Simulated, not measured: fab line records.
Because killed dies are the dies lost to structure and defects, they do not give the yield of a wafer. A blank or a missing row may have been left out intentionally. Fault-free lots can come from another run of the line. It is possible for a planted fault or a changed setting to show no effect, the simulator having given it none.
2 desks looking at one fault -- flow nand harc -- each desk holds nothing but its own numbers, with what lay behind them at the end

## THE DEFECT DESK
What the inspections along the route counted, lot by lot: means of the sampled wafers that have a number. The brackets show how far a lot's mean lies from the usual mean; more than 4 standard deviations puts the lot out of limits, marked OUT.
Columns: A = raw defect count at NHARC_P_ZERO_WELL_INSPECT_43, usual 14; B = raw defect count at NHARC_P_STI_INSPECT_11, usual 5
lot,first seen here,A,B
L611,day 3 13:44,18,3
L612,day 3 19:26,30,6
L615,day 4 13:37,11,6
L617,day 5 01:36,13,5
L621,day 6 01:21,7,2
Finding of this desk: none of the 5 lots has anything out of limits.

## METROLOGY DESK
Means of the sampled wafers that have a number, per lot and without regard to the tool the lot ran on: this is what the gauges read. The brackets show how far a lot's mean lies from the usual mean; more than 4 standard deviations puts the lot out of limits, marked OUT.
Columns: A = cd nm at NHARC_P_STI_CD_MEAS_09, usual 200.0 nm; B = overlay x nm at NHARC_P_STI_OVL_MEAS_10, usual 2 nm; C = overlay y nm at NHARC_P_STI_OVL_MEAS_10, usual 0 nm; D = cd nm at NHARC_P_STI_CD_MEAS_16, usual 199.2 nm; E = trench depth nm at NHARC_P_STI_OCD_MEAS_17, usual 300 nm; F = trench foot cd nm at NHARC_P_STI_OCD_MEAS_17, usual 158.1 nm
lot,first seen here,A,B,C,D,E,F
L611,day 4 05:03,197.7,-6,-1,198.1,303,155.5
L612,day 4 11:10,200.9,0,4,200.0,296,159.7
L615,day 5 04:55,196.7,0,8,196.9,302,154.3
L617,day 5 16:54,200.3,4,6,198.7,301,158.1
L621,day 6 16:35,200.5,0,-1,198.4,301,158.3
Finding of this desk: none of the 5 lots has anything out of limits.

## TAKEN TOGETHER
The defect desk saw nothing out of limits.
The metrology desk saw nothing out of limits.

## WHAT THE SIMULATOR HAD PUT IN
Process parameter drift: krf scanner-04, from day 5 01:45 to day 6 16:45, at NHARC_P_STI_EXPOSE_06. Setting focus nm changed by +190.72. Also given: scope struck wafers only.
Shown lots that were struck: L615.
